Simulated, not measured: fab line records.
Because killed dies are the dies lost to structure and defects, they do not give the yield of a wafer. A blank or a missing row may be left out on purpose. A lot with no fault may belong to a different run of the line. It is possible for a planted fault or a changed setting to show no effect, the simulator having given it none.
Struck lot and sound lot, side by side ; flow n5Finfet ; 14 steps out of a route of 1938
Sound: the wafers L805.1, L805.2, L805.3. Struck: wafer L818.6 (left out: L818.5, a lot-mate that was not struck); the cause follows at the end.
At each step with rows: each side's tool, then ch and its chambers, then its first start. Under that, the readings that differ: sound wafers ; struck wafers ; difference of the means ; sigmas: that difference in standard deviations of wafers without a fault.
alike: a reading whose means differ by less than 2 such deviations, as well as words and numbers matching on both sides. not compared: withheld readings; readings where some wafer has no value; bounds like >300 that might hide an equal value; numbers whose values overlap and for which the record gives no deviation.
The two part at a step that has a row with sigmas, a row that says differs or no value, or rows on one side only. Numbers that have no deviation but don't overlap get no sigmas and don't part them. A reading that every wafer of one side lacks parts them only if that side has two wafers or more.

N5_HKMG_FIN_INSPECT_28: inspects for defects (darkfield).
  sound on defectInspect-02, day 5 02:54; struck on defectInspect-02, day 8 09:16
  alike: rawDefectCount
then, 1 step without rows for these wafers: N5_GATE_CUT_ETCHBACK_00 (etches W in SF6/Cl2).
N5_GATE_CUT_ETCH_56: etches TiN in Cl2/Ar, target depth 21.6 nm.
  sound on rieMetal-02 ch 0,1, day 5 03:04; struck on rieMetal-01 ch 1, day 8 09:29
  alike: drypumpMotorCurrentA, mfcArSccm, oesProductAu, throttleValvePct
  not compared: rfHoursCounterH
N5_GATE_CUT_ETCHBACK_30: etches TiN in Cl2/Ar, target depth 3 nm.
  sound on rieMetal-02 ch 0,1, day 5 03:09; struck on rieMetal-01 ch 1, day 8 09:32
  alike: drypumpMotorCurrentA, mfcArSccm, oesProductAu, throttleValvePct
  not compared: rfHoursCounterH
N5_GATE_CUT_VAPOR_ETCH_60: etches HfO2 in BCl3/Cl2.
  sound on rieMetal-02 ch 0,1, day 5 03:11; struck on rieMetal-01 ch 1, day 8 09:34
  alike: drypumpMotorCurrentA, oesProductAu
N5_GATE_CUT_ETCH_58: etches SiNx in CH3F/O2, target depth 17 nm, time 128.6 s.
  sound on rieDiel-05 ch 0,1,2, day 5 03:19; struck on rieDiel-03 ch 3, day 8 09:38
  alike: drypumpMotorCurrentA, mfcArSccm, oesProductAu, rfVppV, showerheadPlenumPTorr, throttleValvePct
  not compared: rfHoursCounterH
then, 3 steps without rows for these wafers: N5_GATE_CUT_STRIP_59 (strips in N2/H2, time 20 s); N5_GATE_CUT_PRECLEAN_31 (cleans in DIW, time 300 s); N5_GATE_CUT_SRD_32 (time 30 s).
N5_GATE_CUT_SAC_CAP_01: material SiNx, target thk 24 nm, pulse time 1 s, ald cycles 480.
  sound on aldSin-04 ch 0,1,2, day 5 03:38; struck on aldSin-03 ch 1, day 8 11:38
  alike: heaterPowerW, precursorPulseHeightRel
then, 1 step without rows for these wafers: N5_GATE_CUT_PECVD_57 (deposits SiNx from SiH4/NH3/N2, target thk 21 nm).
N5_GATE_CUT_CMP_02: polishes, stops on SiO2, t overpolish 12.7 s, target thk 0 nm.
  sound on cmp-02 ch 0,2,3, day 5 05:54; struck on cmp-02 ch 2, day 8 13:02
reading;sound;struck;difference;sigmas
timeToEndpointS (s);26.7 27.5 25.5;15.9;-10.7;-5
  alike: motorCurrentA, overpolishRunS, retainingRingPressureFrac
  not compared: padLifeWafers
-- the record jumps here: 4 days lie between the struck wafers' starts before and after (it left off in module GATE_CUT and takes up again in module BEOL_M4, whose first step shown is number 1111 of the route) --
N5_BEOL_M4_RC_MEAS_101:
  sound on prober-01 ch 0, day 8 19:41; struck on prober-01 ch 0, day 12 17:20
reading;sound;struck;difference;sigmas
ION_P (uA/um);460 471 468;451;-15;-2
SS_N (mV/dec);70.0 71.1 70.9;72.1;+1.4;+3
VT_P (mV);-253 -249 -249;-257;-7;-2
  alike: DIBL_N, DIBL_P, IOFF_N, IOFF_P, ION_N, SS_P, VT_N
next, for these wafers, 1 step has no rows: N5_PASSIVATION_PROBE_49.

== WHERE THEY PART ==
First at N5_GATE_CUT_CMP_02; last, within this record, at N5_BEOL_M4_RC_MEAS_101.

WHY: what had been put in by the simulator
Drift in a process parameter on cmp-02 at N5_GATE_CUT_CMP_02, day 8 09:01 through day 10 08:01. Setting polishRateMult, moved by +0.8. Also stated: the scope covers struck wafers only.
